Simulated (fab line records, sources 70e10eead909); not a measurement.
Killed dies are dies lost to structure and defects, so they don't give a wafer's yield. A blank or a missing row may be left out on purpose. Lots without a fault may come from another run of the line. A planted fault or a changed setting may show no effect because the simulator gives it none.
A struck lot beside a sound one | flow nand_harc | 15 steps out of a route of 1302
Sound: wafers L155.2, L155.3, L155.6. Struck: wafer L165.5. (L165.4 of the same lot was not struck and is left out.) The cause comes at the end.
At each step with rows: each side's tool, then ch and its chambers, then its first start. Under that, the readings that differ: sound wafers | struck wafers | difference of the means | sigmas: that difference in standard deviations of wafers without a fault.
alike: readings whose means differ by less than 2 such deviations, and words and numbers that are the same on both sides. not compared: withheld readings, readings that some wafer has no value for, bounds like >300 that may hide the same value, and numbers for which the record gives no deviation and whose values overlap.
The two part at a step that has a row with sigmas, a row that says differs or no value, or rows on one side only. Numbers that don't overlap but have no deviation are shown without sigmas and don't part them. A reading that every wafer of one side lacks parts them only if that side has two wafers or more.

first, 3 steps without rows for these wafers: NHARC_A_CHANNEL_HOLE_D1_STRIP_41 (strips in N2/H2); NHARC_A_CHANNEL_HOLE_D1_STRIP_42 (strips in CF4/CHF3); NHARC_A_CHANNEL_HOLE_D1_STRIP_43 (strips in O2/COS).
NHARC_A_CHANNEL_HOLE_D1_ETCH_44: etches the open film in CF4/O2, target depth 140 nm, overetch 14 nm, time 77 s.
  sound on rie_diel-11 ch 0,3, day 9 01:47; struck on rie_diel-11 ch 3, day 13 13:50
  alike: chamber_pressure_mTorr, drypump_motor_current_A, oes_product_au, rf_vpp_V, showerhead_plenum_p_Torr, throttle_valve_pct
  not compared: rf_hours_counter_h
NHARC_A_CHANNEL_HOLE_D1_STRIP_27: strips in O2.
  sound on rie_diel-11 ch 0,1,2; struck on rie_diel-11 ch 0
  reading      | sound          | struck | difference | sigmas
  rf_vpp_V (V) | 59.0 59.2 58.7 | 56.6   | -2.4       | -3
  alike: chamber_pressure_mTorr, drypump_motor_current_A, oes_product_au, showerhead_plenum_p_Torr, throttle_valve_pct
  not compared: rf_hours_counter_h
then, 2 steps without rows for these wafers: NHARC_A_CHANNEL_HOLE_D1_PRECLEAN_28 (cleans in SC1); NHARC_A_CHANNEL_HOLE_D1_SRD_29.
NHARC_A_CHANNEL_HOLE_D1_CD_MEAS_30:
  sound on cd_sem-01, day 9 02:35; struck on cd_sem-02, day 13 14:38
  alike: cd_nm
NHARC_A_CHANNEL_HOLE_D1_XSEM_31:
  sound on xsem-01 ch 0, day 9 02:40; struck on xsem-01 ch 0, day 13 14:43
  reading     | sound       | struck | difference | sigmas
  bow_nm (nm) | 8.3 8.3 8.2 | 9.2    | +0.9       | +3
  alike: bot_cd_nm, tilt_deg
NHARC_A_CHANNEL_HOLE_D1_INSPECT_40:
  sound on defect_inspect-01, day 9 02:46; struck on defect_inspect-01, day 13 14:49
  reading          | sound    | struck | difference | sigmas
  raw_defect_count | 66 49 45 | 110    | +57        | +2
then, 2 steps without rows for these wafers: NHARC_A_CHANNEL_FILL_D1_PRECLEAN_00 (cleans in SC1); NHARC_A_CHANNEL_FILL_D1_SRD_01.
NHARC_A_CHANNEL_FILL_D1_ALD_02: deposits SiO2, target thk 6 nm, pulse time 10 s, ald cycles 60.
  sound on ald_hk-02 ch 0,1, day 9 03:02; struck on ald_hk-02 ch 2, day 13 15:00
  reading    | sound    | struck | difference | sigmas
  ald_cycles | 60 60 60 | 48     | -12        |
  alike: heater_power_w, precursor_pulse_height_rel
NHARC_A_CHANNEL_FILL_D1_ALD_03: deposits SiNx, target thk 6 nm, pulse time 60 s, ald cycles 58.
  sound on ald_sin_batch-01 ch 0; struck on ald_sin_batch-03 ch 0
  alike: precursor_pulse_height_rel
  not compared: ald_cycles
NHARC_END_SORT_01:
  the record has rows for the sound wafers here (prober-02 ch 0, day 25 10:05) and none for the struck ones

WHERE THEY PART
First at NHARC_A_CHANNEL_HOLE_D1_STRIP_27; last, within this record, at NHARC_END_SORT_01.

WHY: what the simulator had put in
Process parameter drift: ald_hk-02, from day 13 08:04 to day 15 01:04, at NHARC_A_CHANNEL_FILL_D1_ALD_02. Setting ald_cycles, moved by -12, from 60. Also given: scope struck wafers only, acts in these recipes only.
